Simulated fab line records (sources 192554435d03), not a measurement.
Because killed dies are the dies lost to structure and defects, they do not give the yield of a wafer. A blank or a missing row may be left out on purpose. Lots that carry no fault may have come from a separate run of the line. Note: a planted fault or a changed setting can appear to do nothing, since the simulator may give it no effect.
The tool behind it: which one? :: flow n5 finfet :: Sampling: 24 lots, 72 wafers, 6 of 1938 route steps

## WHAT EACH GAUGE READ, for each wafer
N5_BEOL_M7_OVL_MEAS_12.
lot: L074
measured: day 9 08:24
on: overlay-02
M7_OVL (nm): -0.3 -0.9 -1.8

lot: L075
measured: day 9 19:02
on: overlay-02
M7_OVL (nm): -1.1 -1.6 -1.6

lot: L076
measured: day 9 19:32
on: overlay-01
M7_OVL (nm): 0.1 -0.2 0.8

lot: L077
measured: day 10 13:45
on: overlay-01
M7_OVL (nm): -0.1 -0.2 -1.3

lot: L079
measured: day 11 00:47
on: overlay-02
M7_OVL (nm): 0.5 0.5 -0.6

lot: L078
measured: day 11 00:56
on: overlay-02
M7_OVL (nm): -0.1 -0.5 -0.5

lot: L080
measured: day 11 04:19
on: overlay-01
M7_OVL (nm): 0.6 0.0 0.6

lot: L082
measured: day 11 09:38
on: overlay-02
M7_OVL (nm): -1.3 -0.5 -1.6

lot: L081
measured: day 11 09:58
on: overlay-02
M7_OVL (nm): -1.1 -0.4 -0.7

lot: L083
measured: day 11 16:49
on: overlay-01
M7_OVL (nm): -1.5 -0.2 -1.4

lot: L084
measured: day 12 00:05
on: overlay-02
M7_OVL (nm): 0.6 -1.5 -1.0

lot: L085
measured: day 12 09:23
on: overlay-02
M7_OVL (nm): 1.7 0.8 2.3

lot: L087
measured: day 12 16:26
on: overlay-01
M7_OVL (nm): 1.0 0.3 -0.2

lot: L086
measured: day 12 17:59
on: overlay-02
M7_OVL (nm): -0.7 -0.8 -1.6

lot: L090
measured: day 13 05:17
on: overlay-02
M7_OVL (nm): -1.4 -2.0 -0.7

lot: L089
measured: day 13 09:38
on: overlay-02
M7_OVL (nm): -1.9 -1.6 0.0

lot: L088
measured: day 13 14:15
on: overlay-01
M7_OVL (nm): -0.9 -0.7 -0.5

lot: L093
measured: day 13 20:31
on: overlay-02
M7_OVL (nm): 0.1 -0.5 1.0

lot: L092
measured: day 13 22:47
on: overlay-02
M7_OVL (nm): -0.2 -1.6 -0.2

lot: L091
measured: day 14 15:31
on: overlay-01
M7_OVL (nm): 0.5 0.6 0.0

lot: L094
measured: day 14 19:26
on: overlay-01
M7_OVL (nm): -0.2 -0.7 0.4

lot: L096
measured: day 14 19:32
on: overlay-02
M7_OVL (nm): -0.7 -0.6 0.0

lot: L095
measured: day 15 01:23
on: overlay-01
M7_OVL (nm): -0.6 -1.1 -0.4

lot: L097
measured: day 15 07:13
on: overlay-02
M7_OVL (nm): -0.8 0.0 -0.1

N5_BEOL_M7_THK_MEAS_53: measures by xrf.
lot: L074
measured: day 9 15:04
on: film metro-01
M7_THK (nm): 79.7 78.8 76.2

lot: L075
measured: day 10 00:11
on: film metro-02
M7_THK (nm): 74.7 79.9 73.8

lot: L076
measured: day 10 00:49
on: film metro-02
M7_THK (nm): 78.9 78.5 82.0

lot: L077
measured: day 10 20:25
on: film metro-01
M7_THK (nm): 83.7 81.7 77.8

lot: L079
measured: day 11 06:30
on: film metro-01
M7_THK (nm): 76.2 75.9 73.6

lot: L078
measured: day 11 06:55
on: film metro-02
M7_THK (nm): 74.9 78.1 80.7

lot: L080
measured: day 11 10:32
on: film metro-02
M7_THK (nm): 78.2 80.7 77.7

lot: L082
measured: day 11 17:50
on: film metro-01
M7_THK (nm): 78.5 82.6 81.8

lot: L081
measured: day 11 17:53
on: film metro-02
M7_THK (nm): 78.7 79.6 75.5

lot: L083
measured: day 11 22:32
on: film metro-02
M7_THK (nm): 75.9 76.3 78.2

lot: L084
measured: day 12 04:05
on: film metro-02
M7_THK (nm): 84.3 81.4 78.1

lot: L085
measured: day 12 14:11
on: film metro-02
M7_THK (nm): 79.5 86.4 81.1

lot: L087
measured: day 12 22:10
on: film metro-02
M7_THK (nm): 81.4 76.7 83.6

lot: L086
measured: day 13 00:55
on: film metro-01
M7_THK (nm): 82.1 79.8 81.5

lot: L090
measured: day 13 09:40
on: film metro-01
M7_THK (nm): 76.0 81.1 81.9

lot: L089
measured: day 13 14:01
on: film metro-02
M7_THK (nm): 81.0 78.7 77.3

lot: L088
measured: day 13 18:52
on: film metro-02
M7_THK (nm): 76.1 81.2 78.3

lot: L093
measured: day 14 02:04
on: film metro-02
M7_THK (nm): 80.8 76.6 74.0

lot: L092
measured: day 14 03:38
on: film metro-01
M7_THK (nm): 81.1 79.7 75.3

lot: L091
measured: day 14 21:46
on: film metro-01
M7_THK (nm): 81.0 78.1 83.3

lot: L094
measured: day 15 02:16
on: film metro-01
M7_THK (nm): 79.7 79.7 73.7

lot: L096
measured: day 15 02:32
on: film metro-02
M7_THK (nm): 78.3 76.8 77.9

lot: L095
measured: day 15 07:26
on: film metro-02
M7_THK (nm): 80.5 79.9 77.3

lot: L097
measured: day 15 14:37
on: film metro-02
M7_THK (nm): 78.1 80.9 82.9

## WHAT TOOL EACH LOT RAN ON (gives the tool, then ch and the chambers of the sampled wafers, and finally the start)
lot: L074
N5_BEOL_M7_PECVD_70: pecvd-03 ch 0,2, day 9 07:53
N5_BEOL_M7_STRIP_80: rie diel-03 ch 0,1,2, day 9 12:59 or earlier
N5_BEOL_M7_CURE_75: uv cure-02 ch 2, day 9 12:59
N5_BEOL_M7_PRE_CLEAN_45: pvd sputter-01, day 9 13:40

lot: L075
N5_BEOL_M7_PECVD_70: pecvd-03 ch 0,1,2, day 9 17:51
N5_BEOL_M7_STRIP_80: rie diel-06 ch 0,2,3, day 9 20:59 or earlier
N5_BEOL_M7_CURE_75: uv cure-03 ch 1, day 9 20:59
N5_BEOL_M7_PRE_CLEAN_45: pvd sputter-02, day 9 22:28

lot: L076
N5_BEOL_M7_PECVD_70: pecvd-03 ch 0,2, day 9 18:07
N5_BEOL_M7_STRIP_80: rie diel-06 ch 0,1,3, day 9 22:50 or earlier
N5_BEOL_M7_CURE_75: uv cure-01 ch 2, day 9 22:50
N5_BEOL_M7_PRE_CLEAN_45: pvd sputter-02, day 9 23:17

lot: L077
N5_BEOL_M7_PECVD_70: pecvd-04 ch 0,1, day 10 11:23
N5_BEOL_M7_STRIP_80: rie diel-03 ch 1,2,3, day 10 17:11 or earlier
N5_BEOL_M7_CURE_75: uv cure-03 ch 2, day 10 17:11
N5_BEOL_M7_PRE_CLEAN_45: pvd sputter-03, day 10 17:52

lot: L079
N5_BEOL_M7_PECVD_70: pecvd-04 ch 0,2, day 10 22:11
N5_BEOL_M7_STRIP_80: rie diel-06 ch 0,3, day 11 04:05 or earlier
N5_BEOL_M7_CURE_75: uv cure-03 ch 2, day 11 04:05
N5_BEOL_M7_PRE_CLEAN_45: pvd sputter-03, day 11 04:40

lot: L078
N5_BEOL_M7_PECVD_70: pecvd-03 ch 0,2, day 10 22:14
N5_BEOL_M7_STRIP_80: rie diel-06 ch 0,1,3, day 11 04:38 or earlier
N5_BEOL_M7_CURE_75: uv cure-03 ch 1, day 11 04:38
N5_BEOL_M7_PRE_CLEAN_45: pvd sputter-02, day 11 05:19

lot: L080
N5_BEOL_M7_PECVD_70: pecvd-02 ch 0,1, day 11 03:16
N5_BEOL_M7_STRIP_80: rie diel-04 ch 0,1,3, day 11 07:12 or earlier
N5_BEOL_M7_CURE_75: uv cure-02 ch 1, day 11 07:12
N5_BEOL_M7_PRE_CLEAN_45: pvd sputter-03, day 11 08:58

lot: L082
N5_BEOL_M7_PECVD_70: pecvd-03 ch 0,2, day 11 07:07
N5_BEOL_M7_STRIP_80: rie diel-06 ch 1,3, day 11 14:26 or earlier
N5_BEOL_M7_CURE_75: uv cure-03 ch 0, day 11 14:26
N5_BEOL_M7_PRE_CLEAN_45: pvd sputter-03, day 11 16:10

lot: L081
N5_BEOL_M7_PECVD_70: pecvd-02 ch 0,1,2, day 11 07:54
N5_BEOL_M7_STRIP_80: rie diel-06 ch 2,3, day 11 14:59 or earlier
N5_BEOL_M7_CURE_75: uv cure-03 ch 1, day 11 14:59
N5_BEOL_M7_PRE_CLEAN_45: pvd sputter-01, day 11 16:15

lot: L083
N5_BEOL_M7_PECVD_70: pecvd-03 ch 1,2, day 11 15:37
N5_BEOL_M7_STRIP_80: rie diel-04 ch 0,1,3, day 11 20:05 or earlier
N5_BEOL_M7_CURE_75: uv cure-02 ch 2, day 11 20:05
N5_BEOL_M7_PRE_CLEAN_45: pvd sputter-02, day 11 20:36

lot: L084
N5_BEOL_M7_PECVD_70: pecvd-04 ch 0,1, day 11 23:04
N5_BEOL_M7_STRIP_80: rie diel-03 ch 2,3, day 12 01:46 or earlier
N5_BEOL_M7_CURE_75: uv cure-02 ch 0, day 12 01:46
N5_BEOL_M7_PRE_CLEAN_45: pvd sputter-01, day 12 02:09

lot: L085
N5_BEOL_M7_PECVD_70: pecvd-02 ch 0,1,2, day 12 08:43
N5_BEOL_M7_STRIP_80: rie diel-03 ch 0,2,3, day 12 11:46 or earlier
N5_BEOL_M7_CURE_75: uv cure-01 ch 1, day 12 11:46
N5_BEOL_M7_PRE_CLEAN_45: pvd sputter-03, day 12 12:20

lot: L087
N5_BEOL_M7_PECVD_70: pecvd-03 ch 0,1,2, day 12 13:59
N5_BEOL_M7_STRIP_80: rie diel-04 ch 0,2, day 12 18:04 or earlier
N5_BEOL_M7_CURE_75: uv cure-01 ch 1, day 12 18:04
N5_BEOL_M7_PRE_CLEAN_45: pvd sputter-02, day 12 18:47

lot: L086
N5_BEOL_M7_PECVD_70: pecvd-02 ch 0,1, day 12 15:26
N5_BEOL_M7_STRIP_80: rie diel-06 ch 1,3, day 12 21:38 or earlier
N5_BEOL_M7_CURE_75: uv cure-02 ch 2, day 12 21:38
N5_BEOL_M7_PRE_CLEAN_45: pvd sputter-02, day 12 22:03

lot: L090
N5_BEOL_M7_PECVD_70: pecvd-03 ch 0,1, day 13 04:32
N5_BEOL_M7_STRIP_80: rie diel-06 ch 0,1, day 13 07:05 or earlier
N5_BEOL_M7_CURE_75: uv cure-01 ch 1, day 13 07:05
N5_BEOL_M7_PRE_CLEAN_45: pvd sputter-01, day 13 07:45

lot: L089
N5_BEOL_M7_PECVD_70: pecvd-02 ch 0,1,2, day 13 07:53
N5_BEOL_M7_STRIP_80: rie diel-04 ch 0,1,2, day 13 11:27 or earlier
N5_BEOL_M7_CURE_75: uv cure-01 ch 1, day 13 11:27
N5_BEOL_M7_PRE_CLEAN_45: pvd sputter-02, day 13 12:17

lot: L088
N5_BEOL_M7_PECVD_70: pecvd-03 ch 0,2, day 13 13:32
N5_BEOL_M7_STRIP_80: rie diel-03 ch 0,1,3, day 13 16:25 or earlier
N5_BEOL_M7_CURE_75: uv cure-02 ch 2, day 13 16:25
N5_BEOL_M7_PRE_CLEAN_45: pvd sputter-03, day 13 16:50

lot: L093
N5_BEOL_M7_PECVD_70: pecvd-03 ch 0,1,2, day 13 19:40
N5_BEOL_M7_STRIP_80: rie diel-06 ch 0,1,3, day 13 23:22 or earlier
N5_BEOL_M7_CURE_75: uv cure-02 ch 2, day 13 23:22
N5_BEOL_M7_PRE_CLEAN_45: pvd sputter-02, day 14 00:05

lot: L092
N5_BEOL_M7_PECVD_70: pecvd-03 ch 0,1,2, day 13 19:58
N5_BEOL_M7_STRIP_80: rie diel-06 ch 0,1,3, day 14 00:35 or earlier
N5_BEOL_M7_CURE_75: uv cure-01 ch 1, day 14 00:35
N5_BEOL_M7_PRE_CLEAN_45: pvd sputter-02, day 14 02:01

lot: L091
N5_BEOL_M7_PECVD_70: pecvd-03 ch 0,2, day 14 13:40
N5_BEOL_M7_STRIP_80: rie diel-03 ch 0,1,3, day 14 19:19 or earlier
N5_BEOL_M7_CURE_75: uv cure-03 ch 0, day 14 19:19
N5_BEOL_M7_PRE_CLEAN_45: pvd sputter-03, day 14 19:51

lot: L094
N5_BEOL_M7_PECVD_70: pecvd-03 ch 0,2, day 14 16:52
N5_BEOL_M7_STRIP_80: rie diel-06 ch 0,2,3, day 14 21:46 or earlier
N5_BEOL_M7_CURE_75: uv cure-03 ch 2, day 14 21:46
N5_BEOL_M7_PRE_CLEAN_45: pvd sputter-02, day 15 00:46

lot: L096
N5_BEOL_M7_PECVD_70: pecvd-03 ch 0,2, day 14 18:43
N5_BEOL_M7_STRIP_80: rie diel-03 ch 0,1, day 14 21:58 or earlier
N5_BEOL_M7_CURE_75: uv cure-02 ch 2, day 14 21:58
N5_BEOL_M7_PRE_CLEAN_45: pvd sputter-02, day 15 00:56

lot: L095
N5_BEOL_M7_PECVD_70: pecvd-04 ch 0,1,2, day 14 22:16
N5_BEOL_M7_STRIP_80: rie diel-04 ch 2,3, day 15 05:14 or earlier
N5_BEOL_M7_CURE_75: uv cure-03 ch 2, day 15 05:14
N5_BEOL_M7_PRE_CLEAN_45: pvd sputter-01, day 15 05:47

lot: L097
N5_BEOL_M7_PECVD_70: pecvd-02 ch 0,1,2, day 15 06:36
N5_BEOL_M7_STRIP_80: rie diel-03 ch 1,3, day 15 10:49 or earlier
N5_BEOL_M7_CURE_75: uv cure-03 ch 1, day 15 10:49
N5_BEOL_M7_PRE_CLEAN_45: pvd sputter-01, day 15 12:58
- N5_BEOL_M7_PECVD_70: deposits SiO2 from TEOS/O2, target thk 20 nm, time 22.7 s.
- N5_BEOL_M7_STRIP_80: strips in N2/H2, time 10 s.
- N5_BEOL_M7_CURE_75: cures SiCOH lowk, time 120 s.
- N5_BEOL_M7_PRE_CLEAN_45: time 30 s.

## AS READ BY THE TOOLS THEMSELVES (means over the sampled wafers that have a number; for cases with no such wafer, the mark the record gives instead)
N5_BEOL_M7_PECVD_70.
lot: L074
tool: pecvd-03
heater power outer w (W): 420
heater power w (W): 726
rf fwd power W (W): 443.6
showerhead plenum p Torr (Torr): 8.73
throttle valve pct (%): 22.6

lot: L075
tool: pecvd-03
heater power outer w (W): 413
heater power w (W): 699
rf fwd power W (W): 442.7
showerhead plenum p Torr (Torr): 8.71
throttle valve pct (%): 23.7

lot: L076
tool: pecvd-03
heater power outer w (W): 462
heater power w (W): 763
rf fwd power W (W): 444.5
showerhead plenum p Torr (Torr): 8.74
throttle valve pct (%): 22.7

lot: L077
tool: pecvd-04
heater power outer w (W): 410
heater power w (W): 635
rf fwd power W (W): 445.9
showerhead plenum p Torr (Torr): 8.78
throttle valve pct (%): 22.6

lot: L079
tool: pecvd-04
heater power outer w (W): 445
heater power w (W): 781
rf fwd power W (W): 444.7
showerhead plenum p Torr (Torr): 8.68
throttle valve pct (%): 22.0

lot: L078
tool: pecvd-03
heater power outer w (W): 501
heater power w (W): 825
rf fwd power W (W): 443.3
showerhead plenum p Torr (Torr): 8.74
throttle valve pct (%): 22.7

lot: L080
tool: pecvd-02
heater power outer w (W): 351
heater power w (W): 588
rf fwd power W (W): 445.4
showerhead plenum p Torr (Torr): 8.86
throttle valve pct (%): 21.1

lot: L082
tool: pecvd-03
heater power outer w (W): 434
heater power w (W): 751
rf fwd power W (W): 444.5
showerhead plenum p Torr (Torr): 8.74
throttle valve pct (%): 22.7

lot: L081
tool: pecvd-02
heater power outer w (W): 423
heater power w (W): 725
rf fwd power W (W): 445.7
showerhead plenum p Torr (Torr): 8.83
throttle valve pct (%): 21.1

lot: L083
tool: pecvd-03
heater power outer w (W): 415
heater power w (W): 686
rf fwd power W (W): 444.1
showerhead plenum p Torr (Torr): 8.68
throttle valve pct (%): 22.3

lot: L084
tool: pecvd-04
heater power outer w (W): 413
heater power w (W): 669
rf fwd power W (W): 445.5
showerhead plenum p Torr (Torr): 8.77
throttle valve pct (%): 22.1

lot: L085
tool: pecvd-02
heater power outer w (W): 383
heater power w (W): 663
rf fwd power W (W): 445.4
showerhead plenum p Torr (Torr): 8.85
throttle valve pct (%): 21.4

lot: L087
tool: pecvd-03
heater power outer w (W): 414
heater power w (W): 691
rf fwd power W (W): 442.8
showerhead plenum p Torr (Torr): 8.71
throttle valve pct (%): 23.6

lot: L086
tool: pecvd-02
heater power outer w (W): 397
heater power w (W): 682
rf fwd power W (W): 444.4
showerhead plenum p Torr (Torr): 8.82
throttle valve pct (%): 21.5

lot: L090
tool: pecvd-03
heater power outer w (W): 419
heater power w (W): 714
rf fwd power W (W): 443.0
showerhead plenum p Torr (Torr): 8.71
throttle valve pct (%): 26.0

lot: L089
tool: pecvd-02
heater power outer w (W): 409
heater power w (W): 700
rf fwd power W (W): 445.6
showerhead plenum p Torr (Torr): 8.84
throttle valve pct (%): 21.3

lot: L088
tool: pecvd-03
heater power outer w (W): 484
heater power w (W): 803
rf fwd power W (W): 443.4
showerhead plenum p Torr (Torr): 8.73
throttle valve pct (%): 22.7

lot: L093
tool: pecvd-03
heater power outer w (W): 391
heater power w (W): 676
rf fwd power W (W): 443.9
showerhead plenum p Torr (Torr): 8.72
throttle valve pct (%): 23.7

lot: L092
tool: pecvd-03
heater power outer w (W): 421
heater power w (W): 705
rf fwd power W (W): 443.3
showerhead plenum p Torr (Torr): 8.73
throttle valve pct (%): 23.8

lot: L091
tool: pecvd-03
heater power outer w (W): 431
heater power w (W): 725
rf fwd power W (W): 443.0
showerhead plenum p Torr (Torr): 8.74
throttle valve pct (%): 25.1

lot: L094
tool: pecvd-03
heater power outer w (W): 449
heater power w (W): 759
rf fwd power W (W): 444.5
showerhead plenum p Torr (Torr): 8.73
throttle valve pct (%): 25.1

lot: L096
tool: pecvd-03
heater power outer w (W): 459
heater power w (W): 788
rf fwd power W (W): 440.3
showerhead plenum p Torr (Torr): 8.74
throttle valve pct (%): 25.2

lot: L095
tool: pecvd-04
heater power outer w (W): 461
heater power w (W): 736
rf fwd power W (W): 445.1
showerhead plenum p Torr (Torr): 8.73
throttle valve pct (%): 22.3

lot: L097
tool: pecvd-02
heater power outer w (W): 407
heater power w (W): 700
rf fwd power W (W): 444.8
showerhead plenum p Torr (Torr): 8.84
throttle valve pct (%): 21.2

N5_BEOL_M7_STRIP_80.
lot: L074
tool: rie diel-03
drypump motor current A (A): 5.3
n2 flow sccm (sccm): 200.0
oes product au (a.u.): 0.84
rf vpp V (V): 59.7
showerhead plenum p Torr (Torr): 2.57
throttle valve pct (%): 23.6

lot: L075
tool: rie diel-06
drypump motor current A (A): 5.8
n2 flow sccm (sccm): 199.8
oes product au (a.u.): 0.79
rf vpp V (V): 58.5
showerhead plenum p Torr (Torr): 2.51
throttle valve pct (%): 23.5

lot: L076
tool: rie diel-06
drypump motor current A (A): 5.7
n2 flow sccm (sccm): 199.9
oes product au (a.u.): 0.81
rf vpp V (V): 59.7
showerhead plenum p Torr (Torr): 2.52
throttle valve pct (%): 23.6

lot: L077
tool: rie diel-03
drypump motor current A (A): 5.7
n2 flow sccm (sccm): 200.0
oes product au (a.u.): 0.88
rf vpp V (V): 57.8
showerhead plenum p Torr (Torr): 2.60
throttle valve pct (%): 23.8

lot: L079
tool: rie diel-06
drypump motor current A (A): 5.5
n2 flow sccm (sccm): 199.6
oes product au (a.u.): 0.82
rf vpp V (V): 59.1
showerhead plenum p Torr (Torr): 2.49
throttle valve pct (%): 23.4

lot: L078
tool: rie diel-06
drypump motor current A (A): 5.7
n2 flow sccm (sccm): 199.9
oes product au (a.u.): 0.80
rf vpp V (V): 58.4
showerhead plenum p Torr (Torr): 2.51
throttle valve pct (%): 23.6

lot: L080
tool: rie diel-04
drypump motor current A (A): 5.5
n2 flow sccm (sccm): 199.7
oes product au (a.u.): 0.74
rf vpp V (V): 58.0
showerhead plenum p Torr (Torr): 2.50
throttle valve pct (%): 23.8

lot: L082
tool: rie diel-06
drypump motor current A (A): 6.0
n2 flow sccm (sccm): 199.9
oes product au (a.u.): 0.82
rf vpp V (V): 59.2
showerhead plenum p Torr (Torr): 2.56
throttle valve pct (%): 23.8

lot: L081
tool: rie diel-06
drypump motor current A (A): 6.1
n2 flow sccm (sccm): 200.4
oes product au (a.u.): 0.73
rf vpp V (V): 59.3
showerhead plenum p Torr (Torr): 2.52
throttle valve pct (%): 23.6

lot: L083
tool: rie diel-04
drypump motor current A (A): 5.4
n2 flow sccm (sccm): 200.6
oes product au (a.u.): 0.74
rf vpp V (V): 59.6
showerhead plenum p Torr (Torr): 2.50
throttle valve pct (%): 23.8

lot: L084
tool: rie diel-03
drypump motor current A (A): 5.6
n2 flow sccm (sccm): 200.0
oes product au (a.u.): 0.88
rf vpp V (V): 58.8
showerhead plenum p Torr (Torr): 2.54
throttle valve pct (%): 23.7

lot: L085
tool: rie diel-03
drypump motor current A (A): 5.6
n2 flow sccm (sccm): 200.0
oes product au (a.u.): 0.81
rf vpp V (V): 59.1
showerhead plenum p Torr (Torr): 2.55
throttle valve pct (%): 23.9

lot: L087
tool: rie diel-04
drypump motor current A (A): 5.8
n2 flow sccm (sccm): 200.1
oes product au (a.u.): 0.89
rf vpp V (V): 59.7
showerhead plenum p Torr (Torr): 2.66
throttle valve pct (%): 24.3

lot: L086
tool: rie diel-06
drypump motor current A (A): 6.0
n2 flow sccm (sccm): 199.8
oes product au (a.u.): 0.80
rf vpp V (V): 59.5
showerhead plenum p Torr (Torr): 2.56
throttle valve pct (%): 23.8

lot: L090
tool: rie diel-06
drypump motor current A (A): 5.5
n2 flow sccm (sccm): 200.4
oes product au (a.u.): 0.75
rf vpp V (V): 58.5
showerhead plenum p Torr (Torr): 2.48
throttle valve pct (%): 23.6

lot: L089
tool: rie diel-04
drypump motor current A (A): 5.6
n2 flow sccm (sccm): 200.0
oes product au (a.u.): 0.77
rf vpp V (V): 59.4
showerhead plenum p Torr (Torr): 2.58
throttle valve pct (%): 24.0

lot: L088
tool: rie diel-03
drypump motor current A (A): 5.6
n2 flow sccm (sccm): 199.7
oes product au (a.u.): 0.80
rf vpp V (V): 59.1
showerhead plenum p Torr (Torr): 2.60
throttle valve pct (%): 24.0

lot: L093
tool: rie diel-06
drypump motor current A (A): 5.7
n2 flow sccm (sccm): 200.3
oes product au (a.u.): 0.78
rf vpp V (V): 59.4
showerhead plenum p Torr (Torr): 2.50
throttle valve pct (%): 23.6

lot: L092
tool: rie diel-06
drypump motor current A (A): 5.7
n2 flow sccm (sccm): 199.7
oes product au (a.u.): 0.77
rf vpp V (V): 59.5
showerhead plenum p Torr (Torr): 2.50
throttle valve pct (%): 23.6

lot: L091
tool: rie diel-03
drypump motor current A (A): 5.6
n2 flow sccm (sccm): 200.0
oes product au (a.u.): 0.78
rf vpp V (V): 59.0
showerhead plenum p Torr (Torr): 2.60
throttle valve pct (%): 24.0

lot: L094
tool: rie diel-06
drypump motor current A (A): 5.8
n2 flow sccm (sccm): 200.6
oes product au (a.u.): 0.83
rf vpp V (V): 58.8
showerhead plenum p Torr (Torr): 2.49
throttle valve pct (%): 23.5

lot: L096
tool: rie diel-03
drypump motor current A (A): 5.2
n2 flow sccm (sccm): 200.0
oes product au (a.u.): 0.74
rf vpp V (V): 59.9
showerhead plenum p Torr (Torr): 2.57
throttle valve pct (%): 23.8

lot: L095
tool: rie diel-04
drypump motor current A (A): 5.5
n2 flow sccm (sccm): 200.5
oes product au (a.u.): 0.88
rf vpp V (V): 60.6
showerhead plenum p Torr (Torr): 2.63
throttle valve pct (%): 24.2

lot: L097
tool: rie diel-03
drypump motor current A (A): 6.1
n2 flow sccm (sccm): 200.2
oes product au (a.u.): 0.81
rf vpp V (V): 58.7
showerhead plenum p Torr (Torr): 2.61
throttle valve pct (%): 24.3

N5_BEOL_M7_CURE_75.
lot: L074
tool: uv cure-02
lamp power pct (%): 52.33
wafer_temp_C_max: 371.2

lot: L075
tool: uv cure-03
lamp power pct (%): 52.29
wafer_temp_C_max: 371.3

lot: L076
tool: uv cure-01
lamp power pct (%): 52.36
wafer_temp_C_max: 372.1

lot: L077
tool: uv cure-03
lamp power pct (%): 52.29
wafer_temp_C_max: 371.8

lot: L079
tool: uv cure-03
lamp power pct (%): 52.27
wafer_temp_C_max: 371.5

lot: L078
tool: uv cure-03
lamp power pct (%): 52.29
wafer_temp_C_max: 371.4

lot: L080
tool: uv cure-02
lamp power pct (%): 52.33
wafer_temp_C_max: 371.9

lot: L082
tool: uv cure-03
lamp power pct (%): 52.32
wafer_temp_C_max: 371.0

lot: L081
tool: uv cure-03
lamp power pct (%): 52.27
wafer_temp_C_max: 371.2

lot: L083
tool: uv cure-02
lamp power pct (%): 52.28
wafer_temp_C_max: 371.5

lot: L084
tool: uv cure-02
lamp power pct (%): 52.34
wafer_temp_C_max: 372.9

lot: L085
tool: uv cure-01
lamp power pct (%): 52.28
wafer_temp_C_max: 372.0

lot: L087
tool: uv cure-01
lamp power pct (%): 52.30
wafer_temp_C_max: 371.6

lot: L086
tool: uv cure-02
lamp power pct (%): 52.31
wafer_temp_C_max: 371.2

lot: L090
tool: uv cure-01
lamp power pct (%): 52.36
wafer_temp_C_max: 371.7

lot: L089
tool: uv cure-01
lamp power pct (%): 52.32
wafer_temp_C_max: 371.5

lot: L088
tool: uv cure-02
lamp power pct (%): 52.32
wafer_temp_C_max: 370.8

lot: L093
tool: uv cure-02
lamp power pct (%): 52.36
wafer_temp_C_max: 371.1

lot: L092
tool: uv cure-01
lamp power pct (%): 52.35
wafer_temp_C_max: 371.9

lot: L091
tool: uv cure-03
lamp power pct (%): 52.34
wafer_temp_C_max: 371.3

lot: L094
tool: uv cure-03
lamp power pct (%): 52.25
wafer_temp_C_max: 371.4

lot: L096
tool: uv cure-02
lamp power pct (%): 52.29
wafer_temp_C_max: 371.3

lot: L095
tool: uv cure-03
lamp power pct (%): 52.30
wafer_temp_C_max: 371.6

lot: L097
tool: uv cure-03
lamp power pct (%): 52.31
wafer_temp_C_max: 371.5

N5_BEOL_M7_PRE_CLEAN_45.
lot: L074
tool: pvd sputter-01
heater power w (W): 338

lot: L075
tool: pvd sputter-02
heater power w (W): 341

lot: L076
tool: pvd sputter-02
heater power w (W): 329

lot: L077
tool: pvd sputter-03
heater power w (W): 307

lot: L079
tool: pvd sputter-03
heater power w (W): 328

lot: L078
tool: pvd sputter-02
heater power w (W): 329

lot: L080
tool: pvd sputter-03
heater power w (W): 343

lot: L082
tool: pvd sputter-03
heater power w (W): 340

lot: L081
tool: pvd sputter-01
heater power w (W): 335

lot: L083
tool: pvd sputter-02
heater power w (W): 343

lot: L084
tool: pvd sputter-01
heater power w (W): 338

lot: L085
tool: pvd sputter-03
heater power w (W): 333

lot: L087
tool: pvd sputter-02
heater power w (W): 337

lot: L086
tool: pvd sputter-02
heater power w (W): 337

lot: L090
tool: pvd sputter-01
heater power w (W): 362

lot: L089
tool: pvd sputter-02
heater power w (W): 335

lot: L088
tool: pvd sputter-03
heater power w (W): 351

lot: L093
tool: pvd sputter-02
heater power w (W): 324

lot: L092
tool: pvd sputter-02
heater power w (W): 336

lot: L091
tool: pvd sputter-03
heater power w (W): 331

lot: L094
tool: pvd sputter-02
heater power w (W): 322

lot: L096
tool: pvd sputter-02
heater power w (W): 341

lot: L095
tool: pvd sputter-01
heater power w (W): 340

lot: L097
tool: pvd sputter-01
heater power w (W): 339

## THE ANSWER, worked out from the rows above alone
Rule: usual is defined by the lots themselves. The widest of any qualifying gaps counts: lots, ordered by their means at a reading, are off when they make up no more than a third of the lots, leave a main group of 4 or more, and stand apart from it by 3 or more times the standard deviation of that group's means. If all means in a main group match to the digits the tables above print for the reading, that group is not used. A lot without any number at a reading at which 4 lots or more have one is off too. The other lots that the step has rows for count as sound. First the gauges in route order, then the tools' own readings, where a lot's mean is used as printed above. At the first step where some lot is off, the reading lying furthest off is the one used; lots without a number count as furthest.
No lot is off at any reading shown: from this, nothing can be told.

## WHAT THE SIMULATOR PUT IN
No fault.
